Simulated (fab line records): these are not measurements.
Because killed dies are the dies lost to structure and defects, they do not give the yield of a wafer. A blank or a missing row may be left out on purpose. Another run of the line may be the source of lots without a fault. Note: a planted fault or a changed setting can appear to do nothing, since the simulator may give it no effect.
Chamber matching ; flow n5 finfet ; 3 sister chambers for N5_BEOL_M14_ILD_DEP_00 on pecvd-03
The step deposits SiO2 from TEOS/O2, target thk 1119.3 nm, time 237.4 s. 3 wafers are shown with their chamber, then 9 later ones without.

## WAFERS WITH THEIR CHAMBER
wafer;chamber;throttle valve pct (%)
L081.2;1;18.2
L085.1;2;18.6
L085.5;0;19.7

## WAFERS WITHOUT THEIR CHAMBER
wafer;throttle valve pct (%)
L093.1;18.7
L093.3;18.4
L093.4;19.8
L091.2;20.1
L091.5;18.5
L091.6;20.0
L096.1;18.0
L096.4;19.9
L096.5;18.7

## THE CHAMBER EACH PASSED THROUGH
wafer;from the rows above;in truth
L093.1;can't be placed: 2 or 1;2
L093.3;can't be placed: 1 or 2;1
L093.4;0;0
L091.2;0;0
L091.5;can't be placed: 2 or 1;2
L091.6;0;0
L096.1;can't be placed: 1 or 2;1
L096.4;0;0
L096.5;can't be placed: 2 or 1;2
Placed correctly: 4 of 9. Can't be placed from these rows: 5 (the true chamber is among the candidates in 5). Placed wrongly: 0.
How it was worked out, from the rows above alone: a wafer's distance from a chamber is the root of the sum, over the readings, of the square of ((its reading less the chamber's mean) divided by the reading's scatter). If the next closest chamber is less than 2 further off than the closest, the wafer can't be placed; otherwise it belongs to the closest. A chamber's mean is the mean of its shown wafers. The scatter: root of mean squared gap, hidden wafer to nearest shown wafer, with one shown wafer a chamber.
